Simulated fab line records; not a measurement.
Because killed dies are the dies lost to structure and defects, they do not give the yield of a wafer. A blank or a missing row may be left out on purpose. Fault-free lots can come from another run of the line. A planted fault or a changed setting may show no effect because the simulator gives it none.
Chamber matching -- flow n5 finfet -- N5_BEOL_M7_STRIP_67 on rie diel-02: 4 sister chambers
The step strips in CF4. 14 wafers are shown with their chamber, then 7 later ones without.

## WAFERS WITH THEIR CHAMBER
wafer,chamber,showerhead plenum p Torr (Torr),throttle valve pct (%),oes product au (a.u.)
L074.3,0,1.84,13.76,0.69
L074.4,3,1.74,13.65,0.82
L074.6,1,1.74,13.52,0.80
L078.1,2,1.70,13.83,0.70
L078.3,0,1.84,13.79,0.68
L078.6,2,1.70,13.83,0.70
L084.1,2,1.70,13.86,0.70
L084.4,3,1.74,13.69,0.79
L084.6,2,1.70,13.87,0.70
L085.2,2,1.69,13.86,0.69
L085.3,3,1.73,13.70,0.79
L085.6,3,1.74,13.69,0.79
L088.4,1,1.73,13.58,0.76
L088.5,3,1.73,13.72,0.78

SIGNATURES, as means of the wafers listed above
reading,chamber 0,chamber 1,chamber 2,chamber 3,scatter within a chamber
showerhead plenum p Torr,1.8400,1.7350,1.6980,1.7360,0.005
throttle valve pct,13.7750,13.5500,13.8500,13.6900,0.025
oes product au,0.6850,0.7800,0.6980,0.7940,0.0136
Rule: a wafer's distance from a chamber is the root of the sum, over the readings, of the square of ((its reading less the chamber's mean) divided by the reading's scatter). If the next closest chamber is less than 2 further off than the closest, the wafer can't be placed; otherwise it belongs to the closest. How the scatter is found: for the shown wafers, subtract from each reading the mean of its chamber, square and add these, divide the total by (wafers less chambers), then take the root.

## WAFERS WHOSE CHAMBER IS MISSING
wafer,showerhead plenum p Torr (Torr),throttle valve pct (%),oes product au (a.u.)
L088.6,1.69,13.88,0.68
L089.3,1.73,13.58,0.77
L089.4,1.73,13.60,0.77
L089.5,1.73,13.72,0.78
L095.2,1.73,13.60,0.76
L095.3,1.73,13.73,0.78
L095.4,1.83,13.27,0.91

## THE CHAMBER EACH PASSED THROUGH
wafer,from the rows above,in truth
L088.6,2,2
L089.3,1,1
L089.4,can't be placed: 1 or 3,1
L089.5,3,3
L095.2,can't be placed: 1 or 3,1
L095.3,3,3
L095.4,1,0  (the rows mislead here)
Correct placement for 4 of the 7. Unplaceable from these rows: 2, with the true chamber sitting among the candidates in 2. Number placed wrongly: 1.
